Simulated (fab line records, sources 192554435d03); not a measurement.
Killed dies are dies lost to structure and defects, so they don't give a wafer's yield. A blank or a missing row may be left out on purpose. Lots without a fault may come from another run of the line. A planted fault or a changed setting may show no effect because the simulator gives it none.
fab line records | flow n5_finfet
record lots=24 wafers=72 last_day=17
route steps=1938 shown BEOL_M8@1369 BEOL_M9@1443
lots that met no fault: from a run of the same line without faults
start_h: hours from the record's first day to the start of the lot's first wafer shown | wait_h: hours since the lot's step before | " the same as in the row above | L1.1+2: a row that stands for several wafers | - no value, or no start given | * or withheld: withheld | < > ~ a bound
route shown NAME@n: a module of which the file shows steps, and the number in the route of the first | usual: mean/standard deviation of fault-free wafers | same: alike in all rows | chamber/n: place in a boat | sites: the reading at each site | _std_site: their standard deviation | _edge_site: outer sites' mean less inner sites' | radius_mm: how far each site lies from the wafer's centre | mask NAME#n: copy n | behind: the tool/chamber that last shaped the wafer | hold: why the lot was held/for how many hours/how that ended | device: the transistor (n, p or np) that didn't switch | end of line: the same wafers' tests at the end of the route | a step without rows: its recipe alone | killed: dies lost to structure and defects at the first sort, not the wafer's yield | map: a wafer's dies, x killed, . not, _ none there
set.NAME: the setting as run; set.NAME@STEP: as run at that earlier step | model.NAME: the simulator's own value behind a step, which no gauge read
steps of the route over a sample of lots; a table a step, a row a wafer
services: from which hour (start_h, from the record's first day; less than 0 if before it) a tool's chamber was out of use, for how many hours, and why
## steps
# step N5_BEOL_M8_ETCH_72
# recipe chemistry=N2/H2 target=underlayer target_depth_a=65 mask_material=CAR-EUV time_s=5.2 ion_energy_ev=200 pressure_mtorr=30 source_w=840 bias_w=150 n2_flow_sccm=200 h2_flow_sccm=200 ends=cleared
# usual drypump_motor_current_A=5.5/0.45 etch_rf_on_time_s=5.16/0.089 oes_product_au=0.68/0.068 rf_vpp_V=523.5/2.6 showerhead_plenum_p_Torr=2.53/0.085 throttle_valve_pct=17.9/0.3
# columns lot.wafer tool chamber start_h wait_h drypump_motor_current_A etch_rf_on_time_s oes_product_au rf_hours_counter_h rf_vpp_V showerhead_plenum_p_Torr throttle_valve_pct
L074.1 rie_diel-02 0 195.92 0.0 5.6 5.32 0.63 180 524.1 2.52 18.0
L074.5 " 3 " " 5.0 5.19 0.63 - 522.8 2.54 17.9
L074.6 " 2 " " 5.0 5.15 0.62 - 521.6 2.42 18.2
L075.1 rie_diel-01 3 210.17 0.0 6.2 5.04 0.69 108 527.3 2.67 18.3
L075.2 " 2 " " 5.6 5.09 0.75 38 526.9 2.70 17.3
L075.4 " 1 " " 6.1 5.10 0.66 128 520.3 2.44 18.1
L076.4 rie_diel-01 3 212.68 0.0 6.2 5.03 0.69 110 527.0 2.67 18.3
L076.5 " 0 " " 5.9 5.04 0.81 - 524.2 2.60 17.6
L076.6 " 3 " " 6.2 5.06 0.69 - 527.3 2.67 18.3
L077.1 rie_diel-01 3 221.01 0.0 6.2 5.11 0.69 112 528.1 2.67 18.3
L077.2 " 1 " " 6.1 5.20 0.65 131 521.1 2.44 18.1
L077.6 " 0 " " 5.9 5.11 0.80 - 525.0 2.60 17.6
L078.1 rie_diel-01 2 221.49 0.0 5.6 5.12 0.77 42 529.1 2.69 17.4
L078.4 " 1 " " 6.1 5.13 0.65 132 522.5 2.44 18.1
L078.6 " 3 " " 6.2 5.06 0.67 - 526.6 2.67 18.3
L079.4 rie_diel-02 0 228.35 0.0 5.6 5.24 0.63 191 521.4 2.51 18.0
L079.5 " 1 " " 5.4 5.11 0.76 - 521.9 2.48 17.5
L079.6 " 2 " " 5.0 5.18 0.61 - 522.8 2.42 18.2
L080.1 rie_diel-02 2 233.74 0.0 5.1 5.24 0.60 197 520.8 2.42 18.2
L080.3 " 3 " " 4.9 5.19 0.63 178 524.1 2.53 18.0
L080.4 " 1 " " 5.4 5.18 0.75 33 522.8 2.48 17.5
L082.2 rie_diel-04 0 245.08 0.0 5.5 5.02 0.75 59 523.4 2.58 18.0
L082.3 " 2 " " 5.6 5.21 0.75 44 525.9 2.60 18.2
L082.6 " 2 " " 5.7 5.21 0.74 - 521.9 2.60 18.3
L081.2 rie_diel-01 0 246.79 0.0 5.9 5.11 0.79 34 526.1 2.59 17.6
L081.4 " 1 " " 6.1 5.14 0.65 141 517.6 2.44 18.1
L081.6 " 2 " " 5.6 5.13 0.76 - 527.0 2.69 17.3
L083.1 rie_diel-02 1 248.35 0.0 5.4 5.20 0.75 38 522.8 2.48 17.5
L083.2 " 0 " " 5.6 5.27 0.62 198 523.6 2.51 18.1
L083.6 " 0 " " 5.6 5.25 0.63 - 523.0 2.51 18.0
L084.1 rie_diel-02 3 253.64 0.0 4.9 5.21 0.62 185 522.3 2.53 18.0
L084.2 " 1 " " 5.3 5.20 0.75 39 521.5 2.48 17.5
L084.4 " 0 " " 5.6 5.41 0.61 200 523.8 2.51 18.0
L085.1 rie_diel-01 2 266.24 0.0 5.6 5.15 0.73 60 527.3 2.68 17.4
L085.2 " 0 " " 5.9 5.02 0.78 43 524.5 2.59 17.7
L085.4 " 3 " " 6.3 5.02 0.67 130 525.7 2.66 18.4
L088.1 rie_diel-02 2 274.81 0.0 5.0 5.25 0.59 210 518.4 2.41 18.2
L088.2 " 0 " " 5.6 5.28 0.62 207 522.6 2.51 18.0
L088.3 " 1 " " 5.3 5.21 0.73 46 521.2 2.47 17.5
L087.3 rie_diel-02 1 275.21 0.0 5.3 5.14 0.73 47 522.5 2.47 17.5
L087.5 " 2 " " 5.0 5.18 0.60 - 518.4 2.41 18.2
L087.6 " 3 " " 4.9 5.18 0.62 - 522.8 2.53 18.0
L086.1 rie_diel-04 1 275.33 0.0 4.8 5.13 0.80 7 522.5 2.49 17.5
L086.3 " 0 " " 5.5 5.04 0.74 71 525.3 2.57 18.0
L086.4 " 3 " " 5.4 5.11 0.67 124 524.6 2.56 18.0
L089.1 rie_diel-01 1 295.84 0.0 6.1 5.16 0.63 164 518.9 2.43 18.1
L089.4 " 1 " " 6.0 5.17 0.62 - 519.8 2.43 18.2
L089.6 " 0 " " 6.0 5.09 0.76 - 522.4 2.58 17.7
L090.1 rie_diel-04 1 301.71 0.0 4.7 5.06 0.79 16 523.3 2.48 17.6
L090.2 " 2 " " 5.6 5.16 0.72 65 526.0 2.59 18.3
L090.5 " 3 " " 5.4 5.15 0.66 - 523.7 2.55 18.0
L091.3 rie_diel-01 1 304.56 0.0 6.1 5.15 0.63 166 521.0 2.43 18.2
L091.4 " 2 " " 5.6 5.16 0.72 71 528.4 2.68 17.4
L091.6 " 0 " " 5.9 5.10 0.75 - 524.0 2.58 17.7
L093.1 rie_diel-04 0 308.26 0.0 5.5 5.02 0.72 82 523.9 2.57 18.0
L093.4 " 1 " " 4.7 5.07 0.78 18 521.2 2.48 17.6
L093.6 " 1 " " 4.7 5.12 0.78 - 521.8 2.48 17.6
L092.1 rie_diel-02 1 314.35 0.0 5.3 5.26 0.72 61 524.9 2.47 17.5
L092.3 " 3 " " 4.9 5.31 0.60 206 522.9 2.52 18.0
L092.6 " 0 " " 5.6 5.31 0.60 - 521.3 2.50 18.1
L094.1 rie_diel-02 0 319.52 0.0 5.6 5.38 0.60 223 525.9 2.50 18.1
L094.2 " 3 " " 4.9 5.22 0.61 208 522.4 2.52 18.0
L094.3 " 1 " " 5.4 5.32 0.71 62 522.5 2.46 17.5
L095.2 rie_diel-02 3 323.32 0.0 4.9 5.18 0.59 210 523.9 2.52 18.0
L095.3 " 1 " " 5.4 5.23 0.72 63 523.1 2.46 17.6
L095.6 " 3 " " 4.9 5.17 0.60 - 525.8 2.52 18.1
L097.3 rie_diel-01 3 335.16 0.0 6.2 5.07 0.66 157 525.4 2.65 18.4
L097.4 " 1 " " 6.1 5.14 0.61 179 521.5 2.42 18.2
L097.6 " 3 " " 6.3 5.05 0.66 - 526.1 2.65 18.4
L096.1 rie_diel-02 3 340.51 0.0 4.9 5.22 0.60 216 521.6 2.52 18.0
L096.3 " 2 " " 5.0 5.26 0.57 234 519.4 2.40 18.3
L096.5 " 0 " " 5.6 5.34 0.60 - 520.8 2.50 18.1
# step N5_BEOL_M8_VIA_ETCH_34
# recipe chemistry=C4F6/O2 target=SiCOH_lowk target_depth_a=1255 mask_material=SOC taper_deg=4 time_s=50.5 ion_energy_ev=250 pressure_mtorr=30 source_w=345 bias_w=185 Ar_flow_sccm=300 C4F6_flow_sccm=10 O2_flow_sccm=10
# usual drypump_motor_current_A=5.5/0.45 oes_f_703_au=0.79/0.075 oes_product_au=0.79/0.08 rf_vpp_V=667/8.2 showerhead_plenum_p_Torr=2.84/0.086 throttle_valve_pct=21.02/0.27
# columns lot.wafer tool chamber start_h wait_h drypump_motor_current_A oes_f_703_au oes_product_au rf_hours_counter_h rf_vpp_V showerhead_plenum_p_Torr throttle_valve_pct
L074.1 rie_diel-02 0 196.06 0.0 5.6 0.74 0.75 180 658 2.84 21.23
L074.5 " 3 " " 4.9 0.74 0.73 - 674 2.85 20.94
L074.6 " 2 " " 5.0 0.72 0.72 - 655 2.73 21.29
L075.1 rie_diel-01 3 210.32 0.0 6.2 0.81 0.81 108 672 2.97 21.28
L075.2 " 2 " " 5.6 0.89 0.89 38 679 3.00 20.43
L075.4 " 1 " " 6.1 0.77 0.77 128 659 2.74 21.17
L076.4 rie_diel-01 3 212.83 0.0 6.2 0.81 0.81 110 673 2.97 21.28
L076.5 " 0 " " 5.9 0.94 0.96 - 665 2.91 20.72
L076.6 " 3 " " 6.2 0.81 0.81 - 673 2.97 21.29
L077.1 rie_diel-01 3 221.16 0.0 6.2 0.82 0.80 112 673 2.97 21.27
L077.2 " 1 " " 6.1 0.76 0.75 131 659 2.74 21.17
L077.6 " 0 " " 5.9 0.94 0.94 - 667 2.91 20.70
L078.1 rie_diel-01 2 221.64 0.0 5.6 0.89 0.88 42 680 3.00 20.44
L078.4 " 1 " " 6.1 0.77 0.75 132 659 2.74 21.16
L078.6 " 3 " " 6.2 0.82 0.80 - 672 2.97 21.29
L079.4 rie_diel-02 0 228.49 0.0 5.6 0.74 0.74 191 658 2.83 21.24
L079.5 " 1 " " 5.3 0.88 0.89 - 674 2.78 20.69
L079.6 " 2 " " 5.0 0.71 0.71 - 656 2.72 21.31
L080.1 rie_diel-02 2 233.89 0.0 5.0 0.71 0.71 197 657 2.72 21.31
L080.3 " 3 " " 4.9 0.72 0.73 178 677 2.84 20.95
L080.4 " 1 " " 5.4 0.87 0.88 33 672 2.78 20.70
L082.2 rie_diel-04 0 245.22 0.0 5.5 0.85 0.87 59 678 2.89 21.07
L082.3 " 2 " " 5.6 0.86 0.88 44 661 2.88 21.09
L082.6 " 2 " " 5.7 0.86 0.88 - 661 2.88 21.09
L081.2 rie_diel-01 0 246.93 0.0 5.9 0.91 0.92 34 666 2.90 20.73
L081.4 " 1 " " 6.1 0.76 0.76 141 659 2.74 21.17
L081.6 " 2 " " 5.6 0.87 0.87 - 680 3.00 20.45
L083.1 rie_diel-02 1 248.50 0.0 5.4 0.86 0.88 38 672 2.78 20.70
L083.2 " 0 " " 5.6 0.73 0.73 198 659 2.83 21.25
L083.6 " 0 " " 5.6 0.73 0.73 - 659 2.83 21.26
L084.1 rie_diel-02 3 253.78 0.0 4.9 0.72 0.72 186 676 2.84 20.99
L084.2 " 1 " " 5.3 0.87 0.87 40 673 2.78 20.71
L084.4 " 0 " " 5.6 0.73 0.73 200 658 2.83 21.25
L085.1 rie_diel-01 2 266.39 0.0 5.6 0.86 0.86 60 680 2.99 20.48
L085.2 " 0 " " 5.9 0.91 0.90 43 666 2.90 20.74
L085.4 " 3 " " 6.2 0.80 0.79 130 671 2.96 21.31
L088.1 rie_diel-02 2 274.96 0.0 5.0 0.70 0.69 211 657 2.71 21.32
L088.2 " 0 " " 5.6 0.73 0.72 207 657 2.83 21.26
L088.3 " 1 " " 5.3 0.85 0.85 47 673 2.78 20.71
L087.3 rie_diel-02 1 275.35 0.0 5.3 0.85 0.84 47 672 2.78 20.70
L087.5 " 2 " " 5.0 0.70 0.69 - 656 2.72 21.32
L087.6 " 3 " " 4.9 0.72 0.71 - 673 2.84 20.98
L086.1 rie_diel-04 1 275.48 0.0 4.7 0.93 0.94 7 666 2.80 20.78
L086.3 " 0 " " 5.5 0.83 0.86 71 677 2.88 21.10
L086.4 " 3 " " 5.4 0.79 0.78 124 657 2.86 21.06
L089.1 rie_diel-01 1 295.99 0.0 6.1 0.73 0.74 164 658 2.73 21.21
L089.4 " 1 " " 6.1 0.74 0.73 - 659 2.73 21.23
L089.6 " 0 " " 5.9 0.88 0.89 - 667 2.89 20.77
L090.1 rie_diel-04 1 301.85 0.0 4.7 0.91 0.92 16 665 2.79 20.80
L090.2 " 2 " " 5.7 0.83 0.84 65 660 2.87 21.12
L090.5 " 3 " " 5.4 0.78 0.77 - 657 2.85 21.07
L091.3 rie_diel-01 1 304.71 0.0 6.1 0.73 0.73 166 658 2.73 21.22
L091.4 " 2 " " 5.6 0.86 0.85 71 679 2.99 20.48
L091.6 " 0 " " 5.9 0.87 0.88 - 666 2.89 20.77
L093.1 rie_diel-04 0 308.41 0.0 5.5 0.82 0.84 82 676 2.88 21.11
L093.4 " 1 " " 4.7 0.91 0.91 18 668 2.79 20.79
L093.6 " 1 " " 4.8 0.90 0.92 - 667 2.79 20.79
L092.1 rie_diel-02 1 314.50 0.0 5.4 0.84 0.84 61 672 2.77 20.72
L092.3 " 3 " " 4.9 0.71 0.71 206 674 2.83 21.01
L092.6 " 0 " " 5.6 0.72 0.72 - 658 2.82 21.29
L094.1 rie_diel-02 0 319.67 0.0 5.6 0.72 0.71 223 658 2.82 21.29
L094.2 " 3 " " 4.9 0.71 0.70 209 673 2.83 21.01
L094.3 " 1 " " 5.4 0.83 0.83 62 670 2.77 20.74
L095.2 rie_diel-02 3 323.47 0.0 4.9 0.71 0.71 210 676 2.83 21.01
L095.3 " 1 " " 5.4 0.83 0.83 64 672 2.77 20.73
L095.6 " 3 " " 4.9 0.71 0.70 - 673 2.83 21.00
L097.3 rie_diel-01 3 335.30 0.0 6.2 0.77 0.76 157 670 2.95 21.35
L097.4 " 1 " " 6.1 0.73 0.72 179 660 2.72 21.23
L097.6 " 3 " " 6.2 0.78 0.75 - 674 2.95 21.35
L096.1 rie_diel-02 3 340.66 0.0 4.9 0.71 0.70 216 674 2.82 21.02
L096.3 " 2 " " 5.0 0.69 0.67 234 656 2.71 21.34
L096.5 " 0 " " 5.6 0.71 0.71 - 658 2.82 21.29
# step N5_BEOL_M8_PRE_CLEAN_45
# recipe gas=H2/He time_s=30 temp_c=250
# usual heater_power_w=313/20
# columns lot.wafer tool chamber start_h wait_h heater_power_w
L074.1 pvd_sputter-02 - 197.04 0.0 326
L074.5 " - " " 327
L074.6 " - " " 329
L075.1 pvd_sputter-01 - 212.66 0.0 325
L075.2 " - " " 321
L075.4 " - " " 316
L076.4 pvd_sputter-03 - 213.97 0.0 312
L076.5 " - " " 308
L076.6 " - " " 303
L077.1 pvd_sputter-01 - 221.96 0.0 311
L077.2 " - " " 319
L077.6 " - " " 325
L078.1 pvd_sputter-03 - 222.45 0.0 309
L078.4 " - " " 344
L078.6 " - " " 347
L079.4 pvd_sputter-01 - 229.45 0.0 325
L079.5 " - " " 317
L079.6 " - " " 323
L080.1 pvd_sputter-02 - 234.97 0.0 299
L080.3 " - " " 336
L080.4 " - " " 326
L082.2 pvd_sputter-02 - 247.40 0.0 329
L082.3 " - " " 334
L082.6 " - " " 329
L081.2 pvd_sputter-02 - 247.76 0.0 331
L081.4 " - " " 271
L081.6 " - " " 295
L083.1 pvd_sputter-02 - 249.82 0.0 298
L083.2 " - " " 273
L083.6 " - " " 276
L084.1 pvd_sputter-02 - 255.06 0.0 328
L084.2 " - " " 330
L084.4 " - " " 298
L085.1 pvd_sputter-03 - 267.41 0.0 309
L085.2 " - " " 345
L085.4 " - " " 317
L088.1 pvd_sputter-02 - 275.86 0.0 326
L088.2 " - " " 327
L088.3 " - " " 293
L087.3 pvd_sputter-01 - 277.75 0.0 303
L087.5 " - " " 322
L087.6 " - " " 330
L086.1 pvd_sputter-03 - 277.77 0.0 340
L086.3 " - " " 308
L086.4 " - " " 317
L089.1 pvd_sputter-03 - 298.49 0.0 309
L089.4 " - " " 310
L089.6 " - " " 307
L090.1 pvd_sputter-02 - 302.75 0.0 302
L090.2 " - " " 286
L090.5 " - " " 292
L091.3 pvd_sputter-02 - 305.73 0.0 336
L091.4 " - " " 276
L091.6 " - " " 300
L093.1 pvd_sputter-03 - 309.21 0.0 313
L093.4 " - " " 341
L093.6 " - " " 339
L092.1 pvd_sputter-02 - 316.16 0.0 296
L092.3 " - " " 331
L092.6 " - " " 274
L094.1 pvd_sputter-02 - 320.76 0.0 270
L094.2 " - " " 332
L094.3 " - " " 302
L095.2 pvd_sputter-02 - 326.00 0.0 282
L095.3 " - " " 297
L095.6 " - " " 337
L097.3 pvd_sputter-02 - 336.14 0.0 323
L097.4 " - " " 338
L097.6 " - " " 286
L096.1 pvd_sputter-02 - 341.54 0.0 339
L096.3 " - " " 274
L096.5 " - " " 337
# step N5_BEOL_M8_SURFACE_TREAT_79
# recipe gas=Ar time_s=* ion_energy_ev=* ion_current_ma_cm2=0.5 pressure_mtorr=* ar_flow_sccm=30
# usual throttle_valve_pct=*
# columns lot.wafer tool chamber start_h wait_h throttle_valve_pct
L074.1 pvd_sputter-03 - 199.66 2.2 *
L074.5 " - " " *
L074.6 " - " " *
L075.1 pvd_sputter-01 - 213.02 0.2 *
L075.2 " - " " *
L075.4 " - " " *
L076.4 pvd_sputter-03 - 214.37 0.2 *
L076.5 " - " " *
L076.6 " - " " *
L077.1 pvd_sputter-01 - 222.30 0.2 *
L077.2 " - " " *
L077.6 " - " " *
L078.1 pvd_sputter-03 - 222.85 0.2 *
L078.4 " - " " *
L078.6 " - " " *
L079.4 pvd_sputter-01 - 229.85 0.1 *
L079.5 " - " " *
L079.6 " - " " *
L080.1 pvd_sputter-01 - 235.37 0.2 *
L080.3 " - " " *
L080.4 " - " " *
L082.2 pvd_sputter-02 - 247.80 0.2 *
L082.3 " - " " *
L082.6 " - " " *
L081.2 pvd_sputter-01 - 248.20 0.2 *
L081.4 " - " " *
L081.6 " - " " *
L083.1 pvd_sputter-01 - 250.20 0.2 *
L083.2 " - " " *
L083.6 " - " " *
L084.1 pvd_sputter-02 - 255.42 0.2 *
L084.2 " - " " *
L084.4 " - " " *
L085.1 pvd_sputter-03 - 267.85 0.2 *
L085.2 " - " " *
L085.4 " - " " *
L088.1 pvd_sputter-03 - 277.43 1.1 *
L088.2 " - " " *
L088.3 " - " " *
L087.3 pvd_sputter-03 - 278.15 0.2 *
L087.5 " - " " *
L087.6 " - " " *
L086.1 pvd_sputter-02 - 278.16 0.2 *
L086.3 " - " " *
L086.4 " - " " *
L089.1 pvd_sputter-03 - 298.93 0.2 *
L089.4 " - " " *
L089.6 " - " " *
L090.1 pvd_sputter-02 - 303.23 0.3 *
L090.2 " - " " *
L090.5 " - " " *
L091.3 pvd_sputter-02 - 306.09 0.2 *
L091.4 " - " " *
L091.6 " - " " *
L093.1 pvd_sputter-01 - 309.56 0.2 *
L093.4 " - " " *
L093.6 " - " " *
L092.1 pvd_sputter-02 - 316.66 0.2 *
L092.3 " - " " *
L092.6 " - " " *
L094.1 pvd_sputter-03 - 321.18 0.2 *
L094.2 " - " " *
L094.3 " - " " *
L095.2 pvd_sputter-03 - 326.36 0.2 *
L095.3 " - " " *
L095.6 " - " " *
L097.3 pvd_sputter-02 - 336.62 0.2 *
L097.4 " - " " *
L097.6 " - " " *
L096.1 pvd_sputter-02 - 341.92 0.2 *
L096.3 " - " " *
L096.5 " - " " *
# step N5_BEOL_M8_RS_MEAS_57
# recipe thk_meas_gauge=four-point-probe reads=Cu_of_BEOL_M8_ECD_50+Co_of_BEOL_M8_CVD_78+TaN_of_BEOL_M8_ALD_77
# usual M8_RS=0.286/0.0066
# columns lot.wafer tool chamber start_h wait_h M8_RS[ohm/sq]
L074.1 film_metro-01 - 201.32 0.1 0.296
L074.5 " - " " 0.291
L074.6 " - " " 0.285
L075.1 film_metro-02 - 214.21 0.1 0.277
L075.2 " - " " 0.280
L075.4 " - " " 0.285
L076.4 film_metro-02 - 215.54 0.1 0.285
L076.5 " - " " 0.278
L076.6 " - " " 0.280
L077.1 film_metro-01 - 223.43 0.1 0.285
L077.2 " - " " 0.290
L077.6 " - " " 0.282
L078.1 film_metro-02 - 224.06 0.1 0.283
L078.4 " - " " 0.283
L078.6 " - " " 0.279
L079.4 film_metro-01 - 231.84 0.0 0.299
L079.5 " - " " 0.289
L079.6 " - " " 0.295
L080.1 film_metro-01 - 236.87 0.1 0.283
L080.3 " - " " 0.281
L080.4 " - " " 0.282
L082.2 film_metro-02 - 249.20 0.1 0.277
L082.3 " - " " 0.280
L082.6 " - " " 0.283
L081.2 film_metro-01 - 249.54 0.1 0.285
L081.4 " - " " 0.286
L081.6 " - " " 0.292
L083.1 film_metro-01 - 251.45 0.1 0.288
L083.2 " - " " 0.295
L083.6 " - " " 0.291
L084.1 film_metro-02 - 257.51 0.1 0.292
L084.2 " - " " 0.293
L084.4 " - " " 0.293
L085.1 film_metro-01 - 269.58 0.1 0.289
L085.2 " - " " 0.283
L085.4 " - " " 0.275
L088.1 film_metro-02 - 279.19 0.1 0.297
L088.2 " - " " 0.301
L088.3 " - " " 0.288
L087.3 film_metro-02 - 279.73 0.1 0.292
L087.5 " - " " 0.296
L087.6 " - " " 0.295
L086.1 film_metro-01 - 280.19 0.1 0.275
L086.3 " - " " 0.276
L086.4 " - " " 0.282
L089.1 film_metro-01 - 300.04 0.1 0.290
L089.4 " - " " 0.288
L089.6 " - " " 0.279
L090.1 film_metro-01 - 304.98 0.1 0.281
L090.2 " - " " 0.282
L090.5 " - " " 0.285
L091.3 film_metro-01 - 307.43 0.1 0.288
L091.4 " - " " 0.284
L091.6 " - " " 0.282
L093.1 film_metro-02 - 312.19 0.1 0.273
L093.4 " - " " 0.280
L093.6 " - " " 0.275
L092.1 film_metro-01 - 318.14 0.1 0.295
L092.3 " - " " 0.291
L092.6 " - " " 0.301
L094.1 film_metro-02 - 324.02 0.1 0.296
L094.2 " - " " 0.284
L094.3 " - " " 0.293
L095.2 film_metro-01 - 327.63 0.1 0.286
L095.3 " - " " 0.284
L095.6 " - " " 0.287
L097.3 film_metro-02 - 338.40 0.1 0.283
L097.4 " - " " 0.288
L097.6 " - " " 0.284
L096.1 film_metro-01 - 343.23 0.1 0.287
L096.3 " - " " 0.292
L096.5 " - " " 0.296
# step N5_BEOL_M9_VIA_ETCH_34
# recipe chemistry=C4F6/O2 target=SiCOH_lowk target_depth_a=1824 mask_material=SOC taper_deg=4 time_s=68.4 ion_energy_ev=250 pressure_mtorr=30 source_w=345 bias_w=185 Ar_flow_sccm=300 C4F6_flow_sccm=10 O2_flow_sccm=10
# usual drypump_motor_current_A=5.5/0.52 oes_f_703_au=0.78/0.078 oes_product_au=0.79/0.082 rf_vpp_V=666/7.8 showerhead_plenum_p_Torr=2.86/0.083 throttle_valve_pct=20.93/0.22
# columns lot.wafer tool chamber start_h wait_h drypump_motor_current_A oes_f_703_au oes_product_au rf_hours_counter_h rf_vpp_V showerhead_plenum_p_Torr throttle_valve_pct
L074.1 rie_diel-06 1 204.26 0.0 5.3 0.83 0.86 68 672 2.89 20.99
L074.5 " 3 " " 6.8 0.87 0.87 - 671 2.91 20.77
L074.6 " 0 " " 5.5 0.76 0.75 - 654 2.74 21.17
L075.1 rie_diel-06 1 218.68 0.0 5.4 0.83 0.85 72 673 2.89 20.98
L075.2 " 0 " " 5.5 0.76 0.76 162 656 2.74 21.18
L075.4 " 2 " " 5.7 0.72 0.73 150 668 2.74 21.29
L076.4 rie_diel-06 0 226.54 0.0 5.5 0.75 0.75 165 655 2.74 21.18
L076.5 " 2 " " 5.7 0.72 0.73 - 669 2.74 21.29
L076.6 " 3 " " 6.7 0.85 0.86 - 671 2.90 20.76
L077.1 rie_diel-03 0 226.90 0.0 5.3 0.70 0.69 207 679 2.93 20.89
L077.2 " 1 " " 5.2 0.69 0.70 218 661 2.94 20.96
L077.6 " 2 " " 4.8 0.93 0.92 - 663 2.81 20.43
L078.1 rie_diel-06 0 227.07 0.0 5.5 0.75 0.76 165 655 2.74 21.19
L078.4 " 1 " " 5.3 0.84 0.86 75 675 2.89 21.00
L078.6 " 3 " " 6.8 0.85 0.87 - 673 2.91 20.78
L079.4 rie_diel-03 0 235.79 0.0 5.4 0.69 0.70 - 677 2.93 20.89
L079.5 " 1 " " 5.2 0.70 0.70 - 660 2.94 20.98
L079.6 " 2 " " 4.8 0.92 0.93 - 665 2.81 20.44
L080.1 rie_diel-03 0 242.74 0.0 5.4 0.69 0.69 212 677 2.93 20.89
L080.3 " 3 " " 5.1 0.84 0.82 104 653 2.87 20.83
L080.4 " 2 " " 4.8 0.92 0.91 16 664 2.80 20.45
L082.2 rie_diel-06 0 253.68 0.0 5.5 0.74 0.75 173 655 2.73 21.20
L082.3 " 3 " " 6.8 0.83 0.85 62 670 2.90 20.79
L082.6 " 0 " " 5.5 0.75 0.73 - 654 2.74 21.19
L081.2 rie_diel-06 3 258.04 0.0 6.8 0.83 0.86 64 672 2.90 20.80
L081.4 " 2 " " 5.7 0.71 0.73 165 668 2.73 21.33
L081.6 " 0 " " 5.5 0.75 0.74 - 654 2.73 21.19
L083.1 rie_diel-03 3 258.22 0.0 5.1 0.83 0.82 110 654 2.87 20.84
L083.2 " 2 " " 4.8 0.90 0.89 21 663 2.80 20.44
L083.6 " 0 " " 5.3 0.69 0.69 - 677 2.92 20.88
L084.1 rie_diel-06 1 260.67 0.0 5.3 0.82 0.84 86 674 2.88 21.01
L084.2 " 2 " " 5.7 0.71 0.72 165 667 2.73 21.31
L084.4 " 0 " " 5.5 0.74 0.74 176 655 2.73 21.18
L085.1 rie_diel-03 2 275.01 0.0 4.8 0.89 0.87 26 665 2.80 20.46
L085.2 " 1 " " 5.2 0.69 0.68 233 660 2.93 21.01
L085.4 " 3 " " 5.1 0.82 0.81 115 656 2.87 20.84
L088.1 rie_diel-06 2 283.70 0.0 5.7 0.71 0.72 173 668 2.73 21.32
L088.2 " 0 " " 5.5 0.74 0.73 184 654 2.73 21.21
L088.3 " 1 " " 5.4 0.81 0.83 93 672 2.88 21.01
L087.3 rie_diel-03 3 283.85 0.0 5.1 0.82 0.81 118 654 2.87 20.83
L087.5 " 0 " " 5.3 0.68 0.68 - 678 2.92 20.91
L087.6 " 3 " " 5.1 0.82 0.80 - 654 2.87 20.81
L086.1 rie_diel-05 0 284.06 0.0 5.3 0.73 0.74 191 657 2.84 20.80
L086.3 " 3 " " 5.4 0.72 0.72 202 665 2.95 20.93
L086.4 " 1 " " 5.6 0.89 0.90 - 678 3.02 20.98
L089.1 rie_diel-05 3 304.58 0.0 5.4 0.71 0.72 210 665 2.94 20.93
L089.4 " 0 " " 5.3 0.72 0.73 199 655 2.84 20.79
L089.6 " 1 " " 5.6 0.87 0.88 - 676 3.01 20.97
L090.1 rie_diel-03 1 308.12 0.0 5.2 0.69 0.67 240 661 2.93 21.01
L090.2 " 0 " " 5.3 0.68 0.68 233 677 2.92 20.93
L090.5 " 2 " " 4.8 0.87 0.87 - 663 2.80 20.47
L091.3 rie_diel-05 0 311.75 0.0 5.3 0.72 0.73 201 655 2.84 20.80
L091.4 " 2 " " 6.0 0.88 0.92 22 664 2.79 20.92
L091.6 " 2 " " 6.0 0.89 0.91 - 664 2.79 20.93
L093.1 rie_diel-05 1 316.00 0.0 5.6 0.87 0.88 35 677 3.01 20.99
L093.4 " 2 " " 6.0 0.89 0.92 23 664 2.79 20.92
L093.6 " 2 " " 6.0 0.89 0.91 - 662 2.79 20.90
L092.1 rie_diel-03 3 323.09 0.0 5.1 0.81 0.80 129 656 2.86 20.85
L092.3 " 2 " " 4.8 0.86 0.87 40 665 2.79 20.47
L092.6 " 1 " " 5.2 0.68 0.67 - 661 2.93 21.01
L094.1 rie_diel-06 0 328.85 0.0 5.5 0.73 0.72 197 654 2.72 21.22
L094.2 " 1 " " 5.4 0.80 0.82 107 674 2.87 21.05
L094.3 " 2 " " 5.7 0.69 0.70 187 668 2.72 21.34
L095.2 rie_diel-03 1 332.33 0.0 5.2 0.68 0.68 247 661 2.92 21.02
L095.3 " 2 " " 4.8 0.86 0.87 43 663 2.79 20.48
L095.6 " 3 " " 5.1 0.81 0.78 - 655 2.86 20.86
L097.3 rie_diel-05 0 341.57 0.0 5.3 0.72 0.72 210 654 2.83 20.82
L097.4 " 2 " " 6.0 0.88 0.89 32 663 2.79 20.92
L097.6 " 1 " " 5.6 0.86 0.85 - 676 3.01 20.99
L096.1 rie_diel-05 1 348.43 0.0 5.6 0.85 0.85 47 675 3.01 21.02
L096.3 " 3 " " 5.4 0.71 0.70 223 665 2.94 20.96
L096.5 " 2 " " 6.0 0.87 0.90 - 663 2.79 20.95
## services
# columns tool chamber start_h hours kind
rie_diel-02 0 180.49 4.4 repair
rie_diel-05 1 189.36 - clean
rie_diel-05 1 189.36 - consumable_replace:focus_ring
rie_diel-05 1 189.36 - consumable_replace:showerhead
rie_diel-03 2 208.36 12.5 repair
rie_diel-03 3 217.87 22.0 repair
rie_diel-02 - 220.78 2.3 repair
rie_diel-04 1 229.53 - clean
rie_diel-04 1 229.53 - consumable_replace:focus_ring
rie_diel-04 1 229.53 26.2 scheduled_down
rie_diel-04 1 229.53 26.2 vent_cycle
rie_diel-05 3 240.96 8.6 repair
rie_diel-01 3 270.15 5.9 repair
rie_diel-05 2 283.44 5.7 repair
rie_diel-01 2 285.76 10.5 repair
rie_diel-03 1 291.24 4.8 repair
rie_diel-03 - 296.14 0.2 repair
rie_diel-01 0 307.46 4.7 repair
rie_diel-06 - 307.82 0.2 repair
rie_diel-01 0 314.89 13.9 repair
rie_diel-01 1 329.92 2.2 repair
rie_diel-03 1 340.61 - clean
rie_diel-03 1 340.61 - consumable_replace:focus_ring
rie_diel-03 0 341.19 7.5 repair
## key
fault none
